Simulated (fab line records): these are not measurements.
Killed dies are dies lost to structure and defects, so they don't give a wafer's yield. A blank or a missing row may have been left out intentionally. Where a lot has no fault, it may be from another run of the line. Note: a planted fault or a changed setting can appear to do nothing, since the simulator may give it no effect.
Chamber matching    flow nand-harc    NHARC_P_GATE_DESCUM_61 on rie-diel-13 has 4 sister chambers
The step chemistry O2, time 3 s. 8 wafers are shown with their chamber, then 7 later ones without.

## WAFERS, EACH WITH ITS CHAMBER
wafer   chamber  showerhead-plenum-p-Torr (Torr)  oes-product-au (a.u.)
L374.6  2        1.78                             0.994
L373.5  3        1.78                             1.006
L377.1  3        1.77                             1.016
L378.2  1        2.02                             0.990
L378.4  2        1.78                             0.989
L378.6  0        1.84                             1.015
L379.1  1        2.01                             0.996
L379.4  0        1.84                             1.019

## WAFERS WHOSE CHAMBER IS MISSING
wafer   showerhead-plenum-p-Torr (Torr)  oes-product-au (a.u.)
L379.5  1.84                             1.016
L384.2  2.01                             0.994
L384.3  1.78                             0.988
L384.6  1.77                             1.011
L380.1  1.84                             1.010
L380.2  1.77                             1.012
L380.4  2.01                             0.998

## EACH ONE'S CHAMBER
wafer   from the rows above  in truth
L379.5  0                    0
L384.2  1                    1
L384.3  2                    2
L384.6  3                    3
L380.1  0                    0
L380.2  3                    3
L380.4  1                    1
Correct placement for 7 of the 7. Left unplaced by these rows: 0. 0 placed wrongly.
How it was worked out, from the rows above alone: a wafer's distance from a chamber is the root of the sum, over the readings, of the square of ((its reading less the chamber's mean) divided by the reading's scatter). If the next closest chamber is less than 2 further off than the closest, the wafer can't be placed; otherwise it belongs to the closest. A chamber's mean is the mean of its shown wafers. The scatter: take each reading less its chamber's mean, square it, sum over the shown wafers, divide by the number of wafers less the number of chambers, and take the root.
